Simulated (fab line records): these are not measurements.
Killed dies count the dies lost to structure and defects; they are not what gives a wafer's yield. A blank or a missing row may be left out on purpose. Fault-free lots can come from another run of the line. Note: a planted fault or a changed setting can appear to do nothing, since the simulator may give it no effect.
fab line records | flow n5_finfet
[record] lots = 7 wafers = 21
route steps=1938 shown MIM_BOT_ETCH@1867 PASSIVATION@1922
start_h: hours from the record's first day to the start of the lot's first wafer shown | wait_h: time in hours since the lot's previous step | " repeats the value in the row above | L1.1+2: several wafers, shown together as one row | - either no value or no given start | * or withheld: withheld | < > ~ a bound
route shown NAME@n: a module of which the file shows steps, and the number in the route of the first | usual: mean and standard deviation over wafers with no fault | same: alike in all rows | chamber/n: place in a boat | sites: the reading at each site | _std_site: the values' standard deviation | _edge_site: the outer-site mean with the inner-site mean subtracted | radius_mm: how far each site lies from the wafer's centre | mask NAME#n: copy n | behind: the last tool/chamber to shape the wafer | hold: reason for holding the lot/hours on hold/outcome of the hold | device: names the non-switching transistor (n, p or np) | end of line: at the end of the route, the tests of the same wafers | a step given without rows: its recipe and nothing more | killed: at the first sort, the dies lost to defects and structure; wafer yield is something else | map: the dies of a wafer, with x for killed, . for not killed, _ for no die there
set.NAME: the setting as run; set.NAME@STEP: as run at that earlier step | model.NAME: the simulator's own value behind a step, which no gauge read
lots run with intentionally changed settings; tables by step, rows by wafer
[[steps]]
[step N5_MIM_BOT_ETCH_ETCH_03]
[recipe] chemistry = Cl2/BCl3 target_depth_a = 120 pressure_mtorr = 8 icp_w = 800 bias_w = 100 Cl2_flow_sccm = 20 bcl3_flow_sccm = 80
// columns lot.wafer tool chamber start_h wait_h set.icp_w model.etch.depth_nm
L075.1 rie_metal-03 0 256.21 0.1 800 12.17
L075.2 " 1 " " 800 12.32
L075.3 " 1 " " 800 12.36
L076.1 rie_metal-01 1 259.57 0.1 800 12.01
L076.2 " 0 " " 887.6 13.22
L076.6 " 1 " " 800 12.04
L077.4 rie_metal-01 1 278.00 0.1 800 12.05
L077.5 " 0 " " 800 11.99
L077.6 " 1 " " 800 11.9
L080.1 rie_metal-03 1 297.40 0.1 913 13.9
L080.5 " 1 " " 913 14.02
L080.6 " 0 " " 800 12.2
L085.1 rie_metal-03 0 327.76 0.1 800 12.19
L085.2 " 1 " " 800 12.24
L085.5 " 1 " " 800 12.3
L096.1 rie_metal-01 1 393.33 0.1 800 11.89
L096.4 " 0 " " 708.1 10.57
L096.6 " 0 " " 708.1 10.58
L095.1 rie_metal-02 1 396.49 0.1 883.8 13.1
L095.3 " 1 " " 800 11.96
L095.6 " 0 " " 883.8 13.29
[step N5_MIM_BOT_ETCH_ETCH_00]
[recipe] chemistry = Cl2/BCl3 target = TiN target_depth_a = 455 ion_energy_ev = 150 pressure_mtorr = 10 icp_w = 1000 bias_w = 126 Cl2_flow_sccm = 53.25 bcl3_flow_sccm = 21.75 Ar_flow_sccm = 25
// columns lot.wafer tool chamber start_h wait_h set.bias_w model.etch.depth_nm
L075.1 rie_metal-03 0 256.30 0.1 126 46.01
L075.2 " 1 " " 126 46.82
L075.3 " 1 " " 126 47.04
L076.1 rie_metal-01 1 259.66 0.1 105.7 41.91
L076.2 " 0 " " 126 45.43
L076.6 " 1 " " 105.7 42.4
L077.4 rie_metal-01 1 278.10 0.1 126 45.05
L077.5 " 0 " " 126 45.45
L077.6 " 1 " " 126 45.19
L080.1 rie_metal-03 1 297.49 0.1 126 47.33
L080.5 " 1 " " 126 47.39
L080.6 " 0 " " 106.6 43.7
L085.1 rie_metal-03 0 327.85 0.1 126 45.52
L085.2 " 1 " " 126 46.57
L085.5 " 1 " " 126 46.24
L096.1 rie_metal-01 1 393.42 0.1 113.5 43.77
L096.4 " 0 " " 113.5 43.9
L096.6 " 0 " " 126 45.48
L095.1 rie_metal-02 1 396.58 0.1 126 45.66
L095.3 " 1 " " 126 45.26
L095.6 " 0 " " 126 46.43
[step N5_PASSIVATION_PEB_42]
[recipe] peb_temp_c = withheld peb_time_s = *
// columns lot.wafer tool chamber start_h wait_h set.peb_time_s
L075.1+2+3 litho_track-03 0 262.31 0.1 *
L076.1+2 litho_track-05 0 264.66 0.1 *
L076.6 " 0 " " *
L077.4 litho_track-03 0 283.17 0.0 *
L077.5+6 " 0 " " *
L080.1+5+6 litho_track-03 0 302.84 0.1 *
L085.1+2+5 litho_track-03 0 332.64 0.1 *
L096.1+6 litho_track-01 0 398.80 0.1 *
L096.4 " 0 " " *
L095.1+3+6 litho_track-03 0 400.91 0.1 *
[step N5_PASSIVATION_DEVELOP_43]
[recipe] develop_time_s = 60 rinse_liquid = diw dry = air_spin dev_temp_c = 21
[step N5_PASSIVATION_HARDBAKE_45]
[recipe] temp_c = 130 time_s = 120
[step N5_PASSIVATION_CD_MEAS_44]
[recipe] target_cd_nm = 40000 landing_energy_ev = 500 detector = se_inlens
[usual] cd_nm = 40000/2.7
// columns lot.wafer tool chamber start_h wait_h set.peb_time_s@PASSIVATION_PEB_42 cd_nm
L075.1 cd_sem-01 0 262.43 - * 39997
L075.2 " 0 " " * 39999
L075.3 " 0 " " * 39998
L076.1 cd_sem-01 0 264.78 - * 40009
L076.2 " 0 " " * 40007
L076.6 " 0 " " * 40001
L077.4 cd_sem-03 0 283.29 - * 40011
L077.5 " 0 " " * 40001
L077.6 " 0 " " * 40001
L080.1 cd_sem-03 0 302.96 - * 40004
L080.5 " 0 " " * 40006
L080.6 " 0 " " * 40006
L085.1 cd_sem-01 0 332.76 - * 40002
L085.2 " 0 " " * 39999
L085.5 " 0 " " * 40002
L096.1 cd_sem-03 0 398.91 - * 40007
L096.4 " 0 " " * 40001
L096.6 " 0 " " * 40013
L095.1 cd_sem-03 0 401.03 - * 40003
L095.3 " 0 " " * 40005
L095.6 " 0 " " * 40004
[[key]]
[split] step = N5_MIM_BOT_ETCH_ETCH_03 setting = icp_w stated = 800 by = wafer
[response] step = N5_MIM_BOT_ETCH_ETCH_03 reading = model.etch.depth_nm change = +0.117 per = 1% r = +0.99
[split] step = N5_MIM_BOT_ETCH_ETCH_00 setting = bias_w stated = 126 by = wafer
[response] step = N5_MIM_BOT_ETCH_ETCH_00 reading = model.etch.depth_nm change = +0.211 per = 1% r = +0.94
[split] step = N5_PASSIVATION_PEB_42 setting = peb_time_s stated = * by = wafer
[response] step = N5_PASSIVATION_CD_MEAS_44 reading = cd_nm change = +0.458 per = 1% r = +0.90
